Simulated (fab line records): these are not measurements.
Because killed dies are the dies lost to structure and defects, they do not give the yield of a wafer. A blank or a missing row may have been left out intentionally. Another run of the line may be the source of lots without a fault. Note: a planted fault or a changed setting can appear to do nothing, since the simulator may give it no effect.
Chamber matching	flow n5 finfet	4 sister chambers for N5_BEOL_M2_ETCH_77 on rie diel-05
The step etches underlayer in N2/H2, target depth 6.5 nm, time 5.2 s. 4 wafers are shown with their chamber, then 7 later ones without.

== WAFERS WITH THEIR CHAMBER ==
wafer	chamber	showerhead plenum p Torr (Torr)
L074.3	1	2.53
L079.4	3	2.49
L084.1	2	2.62
L084.2	0	2.52

== WAFERS WITH NO CHAMBER GIVEN ==
wafer	showerhead plenum p Torr (Torr)
L084.3	2.49
L087.1	2.48
L087.5	2.48
L087.6	2.51
L094.3	2.51
L094.4	2.61
L094.5	2.51

== WHICH CHAMBER EACH WENT THROUGH ==
wafer	from the rows above	in truth
L084.3	3	3
L087.1	3	3
L087.5	3	3
L087.6	can't be placed: 0 or 3 or 1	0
L094.3	can't be placed: 0 or 3 or 1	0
L094.4	2	2
L094.5	can't be placed: 0 or 3 or 1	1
4 of 7 placed correctly. Unplaceable from these rows: 3, with the true chamber sitting among the candidates in 3. Placed wrongly: 0.
How it was worked out, from the rows above alone: a wafer's distance from a chamber is the root of the sum, over the readings, of the square of ((its reading less the chamber's mean) divided by the reading's scatter). The wafer belongs to the nearest chamber; if the next one is less than 2 further off, it can't be placed. Each chamber's mean is taken over the wafers shown for it. The scatter (one wafer shown for each chamber): square how far every hidden wafer sits from the nearest shown wafer, average those squares and take the square root.
